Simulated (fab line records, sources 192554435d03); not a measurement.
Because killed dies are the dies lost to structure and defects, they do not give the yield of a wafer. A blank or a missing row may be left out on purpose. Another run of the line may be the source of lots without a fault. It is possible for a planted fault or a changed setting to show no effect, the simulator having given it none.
A struck lot beside a sound one ; flow n5Finfet ; 17 steps out of a route of 1938
Sound: these wafers, L430.1, L430.2, L430.6. Struck: wafer L434.6. (L434.2, L434.5 of the same lot were not struck and are left out.) The cause comes at the end.
At each step with rows: each side's tool, then ch and its chambers, then its first start. Under that, the readings that differ: sound wafers ; struck wafers ; difference of the means ; sigmas: that difference in standard deviations of wafers without a fault.
alike: words and numbers the same on both sides, and readings whose means are apart by under 2 such deviations; not compared: readings that were withheld, readings missing a value for some wafer, numbers with overlapping values and no deviation given by the record, and bounds like >300 which may hide the same value.
The two part at a step that has a row with sigmas, a row that says differs or no value, or rows on one side only. When numbers do not overlap yet have no deviation, they are printed without sigmas and do not part them. A reading that every wafer of one side lacks parts them only if that side has two wafers or more.

N5_BEOL_M3_ANNEAL_95: time 240 s.
  sound on pvdSputter-03, day 9 16:40; struck on pvdSputter-03, day 10 12:01
  alike: heaterPowerW
N5_BEOL_M3_SPUTTER_96: material Cu, target thk 4.5 nm, time 8.29 s.
  sound on pvdSputter-03, day 9 16:48; struck on pvdSputter-03, day 10 12:10
  alike: throttleValvePct
then, 1 step without rows for these wafers: N5_BEOL_M3_ECD_50 (material Cu, target thk 300 nm).
N5_BEOL_M3_ANNEAL_51: time 90 s.
  sound on rtpAnneal-01 ch 0, day 9 16:59; struck on rtpAnneal-01 ch 0, day 10 12:25
  alike: wafer_temp_C_max
then, 1 step without rows for these wafers: N5_BEOL_M3_CMP_52 (polishes, stops on SiOC, t overpolish 6.8 s, target thk 40 nm).
N5_BEOL_M3_THK_MEAS_53: measures by xrf.
  sound on filmMetro-01, day 9 17:35; struck on filmMetro-02, day 10 12:58
  alike: M3_THK
N5_BEOL_M3_PRE_CLEAN_60: time 15 s.
  sound on cvdCo-02 ch 0,1,2, day 9 17:38; struck on cvdCo-01 ch 2, day 10 13:00
  alike: heaterPowerOuterW, heaterPowerW
then, 2 steps without rows for these wafers: N5_BEOL_M3_CO_CAP_55 (material Co, precursor CCTBA/H2, target thk 2 nm, time 102.1 s); N5_BEOL_M3_PRE_CLEAN_56 (time 15 s).
N5_BEOL_M3_DEP_57: deposits SiCN from 3MS/NH3, target thk 8 nm, time 14 s.
  sound on pecvd-04 ch 0,1, day 9 17:47; struck on pecvd-04 ch 1, day 10 13:10
  alike: chamberPressureTorr, showerheadPlenumPTorr, throttleValvePct
N5_BEOL_M3_RS_MEAS_58: a four-point-probe measurement.
  sound on filmMetro-01, day 9 17:53; struck on filmMetro-02, day 10 13:16
  alike: M3_RS
N5_BEOL_M3_INSPECT_59: inspects for defects (darkfield).
  sound on defectInspect-02, day 9 17:54; struck on defectInspect-02, day 10 13:17
  alike: rawDefectCount
N5_BEOL_M4_ILD_DEP_00: deposits SiOC from DEMS/O2, target thk 79 nm, time 15.3 s.
  sound on pecvd-02 ch 0,2, day 9 17:56; struck on pecvd-03 ch 1, day 10 13:19
  alike: chamberPressureTorr, heaterPowerOuterW, heaterPowerW, showerheadPlenumPTorr, throttleValvePct
N5_BEOL_M4_THK_MEAS_01:
  sound on filmMetro-01, day 9 18:02; struck on filmMetro-01, day 10 13:23
reading;sound;struck;difference;sigmas
M4_ILD_THK (nm);77.3 77.6 79.7;63.7;-14.5;-13
then, 1 step without rows for these wafers: N5_BEOL_M4_PECVD_72 (deposits SiO2 from TEOS/O2, target thk 16 nm, time 18 s).
N5_BEOL_M4_RC_MEAS_101:
  sound on prober-01 ch 0, day 10 06:28; struck on prober-01 ch 0, day 11 11:07
  alike: DIBL_N, DIBL_P, IOFF_N, IOFF_P, ION_N, ION_P, SS_N, SS_P, VT_N, VT_P
-- a jump in the record: the struck wafers' starts before and after are 4 days apart (it breaks off in module BEOL_M4 and resumes in module PASSIVATION, where the first step shown is number 1936 of the route) --
N5_PASSIVATION_PROBE_49:
  the record has rows for the struck wafers here (prober-01, day 15 20:38) and none for the sound ones

== WHERE THEY PART ==
Last at N5_PASSIVATION_PROBE_49 as far as this record goes, first at N5_BEOL_M4_THK_MEAS_01.

WHY: what had been put in by the simulator
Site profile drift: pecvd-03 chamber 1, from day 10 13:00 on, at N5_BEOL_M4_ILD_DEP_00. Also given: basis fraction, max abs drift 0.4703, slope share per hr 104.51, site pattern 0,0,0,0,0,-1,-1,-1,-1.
